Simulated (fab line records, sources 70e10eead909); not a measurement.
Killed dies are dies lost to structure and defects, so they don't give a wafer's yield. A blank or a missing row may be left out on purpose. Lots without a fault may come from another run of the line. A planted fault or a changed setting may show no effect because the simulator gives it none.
Chamber matching | flow nand_harc | NHARC_A_BONDPAD_ETCH_34 on rie_diel-08: 4 sister chambers
The step etches the open film in N2/H2, target depth 60 nm, overetch 18 nm, time 65.91 s. 4 wafers are shown with their chamber, then 9 later ones without.

WAFERS WITH THEIR CHAMBER
wafer  | chamber | showerhead_plenum_p_Torr (Torr)
L659.1 | 1       | 2.04
L660.1 | 3       | 2.05
L660.4 | 2       | 1.92
L660.5 | 0       | 2.11

WAFERS WITHOUT THEIR CHAMBER
wafer  | showerhead_plenum_p_Torr (Torr)
L662.2 | 2.11
L662.4 | 1.92
L662.5 | 2.05
L663.4 | 2.05
L663.5 | 2.11
L663.6 | 2.05
L665.1 | 1.91
L665.2 | 2.05
L665.5 | 2.04

WHICH CHAMBER EACH WENT THROUGH
wafer  | from the rows above | in truth
L662.2 | 0                   | 0
L662.4 | 2                   | 2
L662.5 | 3                   | 3
L663.4 | 3                   | 3
L663.5 | 0                   | 0
L663.6 | 3                   | 3
L665.1 | 2                   | 2
L665.2 | 3                   | 3
L665.5 | 1                   | 1
Placed correctly: 9 of 9. Can't be placed from these rows: 0. Placed wrongly: 0.
How it was worked out, from the rows above alone: a wafer's distance from a chamber is the root of the sum, over the readings, of the square of ((its reading less the chamber's mean) divided by the reading's scatter). The wafer belongs to the nearest chamber; if the next one is less than 2 further off, it can't be placed. A chamber's mean is the mean of its shown wafers. The scatter: with one shown wafer a chamber, the root of the mean of the squares of how far each hidden wafer lies from its nearest shown one.
